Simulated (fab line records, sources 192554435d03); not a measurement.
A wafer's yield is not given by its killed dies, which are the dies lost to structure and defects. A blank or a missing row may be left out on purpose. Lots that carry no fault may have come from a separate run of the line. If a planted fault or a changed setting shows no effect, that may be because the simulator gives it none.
Matching of chambers || flow n5_finfet || 4 sister chambers for N5_FIN_SAQP_MANDREL_ETCH_22 on rie_si-06
The step etches a-Si in HBr/Cl2, stops on SiNx, target depth 60 nm, bt time 10 s, time 30 s. 24 wafers are shown with their chamber, then 12 later ones without.

WAFERS PAIRED WITH THEIR CHAMBERS
{"wafer": "L074.1", "chamber": 3, "throttle_valve_pct (%)": 36.0, "drypump_motor_current_A (A)": 5.6, "oes_product_au (a.u.)": 0.771}
{"wafer": "L074.3", "chamber": 2, "throttle_valve_pct (%)": 35.0, "drypump_motor_current_A (A)": 5.6, "oes_product_au (a.u.)": 0.768}
{"wafer": "L074.6", "chamber": 0, "throttle_valve_pct (%)": 35.7, "drypump_motor_current_A (A)": 5.5, "oes_product_au (a.u.)": 0.762}
{"wafer": "L076.2", "chamber": 0, "throttle_valve_pct (%)": 35.7, "drypump_motor_current_A (A)": 5.5, "oes_product_au (a.u.)": 0.757}
{"wafer": "L076.3", "chamber": 3, "throttle_valve_pct (%)": 36.0, "drypump_motor_current_A (A)": 5.7, "oes_product_au (a.u.)": 0.788}
{"wafer": "L076.6", "chamber": 1, "throttle_valve_pct (%)": 35.3, "drypump_motor_current_A (A)": 6.0, "oes_product_au (a.u.)": 0.771}
{"wafer": "L077.1", "chamber": 3, "throttle_valve_pct (%)": 36.1, "drypump_motor_current_A (A)": 5.6, "oes_product_au (a.u.)": 0.794}
{"wafer": "L077.2", "chamber": 2, "throttle_valve_pct (%)": 34.9, "drypump_motor_current_A (A)": 5.6, "oes_product_au (a.u.)": 0.768}
{"wafer": "L077.4", "chamber": 1, "throttle_valve_pct (%)": 35.4, "drypump_motor_current_A (A)": 5.9, "oes_product_au (a.u.)": 0.771}
{"wafer": "L082.2", "chamber": 0, "throttle_valve_pct (%)": 35.7, "drypump_motor_current_A (A)": 5.5, "oes_product_au (a.u.)": 0.758}
{"wafer": "L082.3", "chamber": 3, "throttle_valve_pct (%)": 36.0, "drypump_motor_current_A (A)": 5.7, "oes_product_au (a.u.)": 0.770}
{"wafer": "L082.6", "chamber": 2, "throttle_valve_pct (%)": 34.9, "drypump_motor_current_A (A)": 5.7, "oes_product_au (a.u.)": 0.769}
{"wafer": "L083.3", "chamber": 2, "throttle_valve_pct (%)": 34.9, "drypump_motor_current_A (A)": 5.6, "oes_product_au (a.u.)": 0.766}
{"wafer": "L083.4", "chamber": 0, "throttle_valve_pct (%)": 35.7, "drypump_motor_current_A (A)": 5.5, "oes_product_au (a.u.)": 0.748}
{"wafer": "L083.5", "chamber": 3, "throttle_valve_pct (%)": 36.1, "drypump_motor_current_A (A)": 5.7, "oes_product_au (a.u.)": 0.772}
{"wafer": "L085.2", "chamber": 2, "throttle_valve_pct (%)": 34.9, "drypump_motor_current_A (A)": 5.6, "oes_product_au (a.u.)": 0.759}
{"wafer": "L085.5", "chamber": 3, "throttle_valve_pct (%)": 36.1, "drypump_motor_current_A (A)": 5.6, "oes_product_au (a.u.)": 0.773}
{"wafer": "L085.6", "chamber": 0, "throttle_valve_pct (%)": 35.7, "drypump_motor_current_A (A)": 5.5, "oes_product_au (a.u.)": 0.765}
{"wafer": "L088.1", "chamber": 3, "throttle_valve_pct (%)": 36.0, "drypump_motor_current_A (A)": 5.7, "oes_product_au (a.u.)": 0.779}
{"wafer": "L088.5", "chamber": 0, "throttle_valve_pct (%)": 35.7, "drypump_motor_current_A (A)": 5.4, "oes_product_au (a.u.)": 0.744}
{"wafer": "L088.6", "chamber": 1, "throttle_valve_pct (%)": 35.4, "drypump_motor_current_A (A)": 5.9, "oes_product_au (a.u.)": 0.763}
{"wafer": "L089.2", "chamber": 3, "throttle_valve_pct (%)": 36.1, "drypump_motor_current_A (A)": 5.6, "oes_product_au (a.u.)": 0.772}
{"wafer": "L089.4", "chamber": 2, "throttle_valve_pct (%)": 34.9, "drypump_motor_current_A (A)": 5.7, "oes_product_au (a.u.)": 0.754}
{"wafer": "L089.6", "chamber": 0, "throttle_valve_pct (%)": 35.7, "drypump_motor_current_A (A)": 5.5, "oes_product_au (a.u.)": 0.749}

SIGNATURES, as means of the wafers listed above
{"reading": "throttle_valve_pct", "chamber 0": 35.700, "chamber 1": 35.367, "chamber 2": 34.917, "chamber 3": 36.050, "scatter within a chamber": 0.0418}
{"reading": "drypump_motor_current_A", "chamber 0": 5.486, "chamber 1": 5.933, "chamber 2": 5.633, "chamber 3": 5.650, "scatter within a chamber": 0.0493}
{"reading": "oes_product_au", "chamber 0": 0.75471, "chamber 1": 0.76833, "chamber 2": 0.76400, "chamber 3": 0.77738, "scatter within a chamber": 0.00762}
Rule: a wafer lies at a distance from a chamber equal to the root of the sum of squares, over the readings, of (its reading less the chamber's mean, divided by the reading's scatter). If the next closest chamber is less than 2 further off than the closest, the wafer can't be placed; otherwise it belongs to the closest. How the scatter is found: for the shown wafers, subtract from each reading the mean of its chamber, square and add these, divide the total by (wafers less chambers), then take the root.

WAFERS WHOSE CHAMBER IS MISSING
{"wafer": "L090.1", "throttle_valve_pct (%)": 35.4, "drypump_motor_current_A (A)": 5.9, "oes_product_au (a.u.)": 0.749}
{"wafer": "L090.2", "throttle_valve_pct (%)": 35.7, "drypump_motor_current_A (A)": 5.5, "oes_product_au (a.u.)": 0.747}
{"wafer": "L090.6", "throttle_valve_pct (%)": 35.7, "drypump_motor_current_A (A)": 5.5, "oes_product_au (a.u.)": 0.747}
{"wafer": "L091.4", "throttle_valve_pct (%)": 35.3, "drypump_motor_current_A (A)": 6.0, "oes_product_au (a.u.)": 0.782}
{"wafer": "L091.5", "throttle_valve_pct (%)": 35.7, "drypump_motor_current_A (A)": 5.5, "oes_product_au (a.u.)": 0.762}
{"wafer": "L091.6", "throttle_valve_pct (%)": 35.3, "drypump_motor_current_A (A)": 6.0, "oes_product_au (a.u.)": 0.775}
{"wafer": "L092.1", "throttle_valve_pct (%)": 34.9, "drypump_motor_current_A (A)": 5.6, "oes_product_au (a.u.)": 0.780}
{"wafer": "L092.2", "throttle_valve_pct (%)": 36.1, "drypump_motor_current_A (A)": 5.6, "oes_product_au (a.u.)": 0.775}
{"wafer": "L092.4", "throttle_valve_pct (%)": 35.7, "drypump_motor_current_A (A)": 5.5, "oes_product_au (a.u.)": 0.761}
{"wafer": "L096.1", "throttle_valve_pct (%)": 35.4, "drypump_motor_current_A (A)": 6.0, "oes_product_au (a.u.)": 0.770}
{"wafer": "L096.4", "throttle_valve_pct (%)": 36.0, "drypump_motor_current_A (A)": 5.7, "oes_product_au (a.u.)": 0.788}
{"wafer": "L096.5", "throttle_valve_pct (%)": 36.0, "drypump_motor_current_A (A)": 5.6, "oes_product_au (a.u.)": 0.779}

THE CHAMBER EACH PASSED THROUGH
{"wafer": "L090.1", "from the rows above": 1, "in truth": 1}
{"wafer": "L090.2", "from the rows above": 0, "in truth": 0}
{"wafer": "L090.6", "from the rows above": 0, "in truth": 0}
{"wafer": "L091.4", "from the rows above": 1, "in truth": 1}
{"wafer": "L091.5", "from the rows above": 0, "in truth": 0}
{"wafer": "L091.6", "from the rows above": 1, "in truth": 1}
{"wafer": "L092.1", "from the rows above": 2, "in truth": 2}
{"wafer": "L092.2", "from the rows above": 3, "in truth": 3}
{"wafer": "L092.4", "from the rows above": 0, "in truth": 0}
{"wafer": "L096.1", "from the rows above": 1, "in truth": 1}
{"wafer": "L096.4", "from the rows above": 3, "in truth": 3}
{"wafer": "L096.5", "from the rows above": 3, "in truth": 3}
Correct placement for 12 of the 12. Number that these rows cannot place: 0. Placed wrongly: 0.
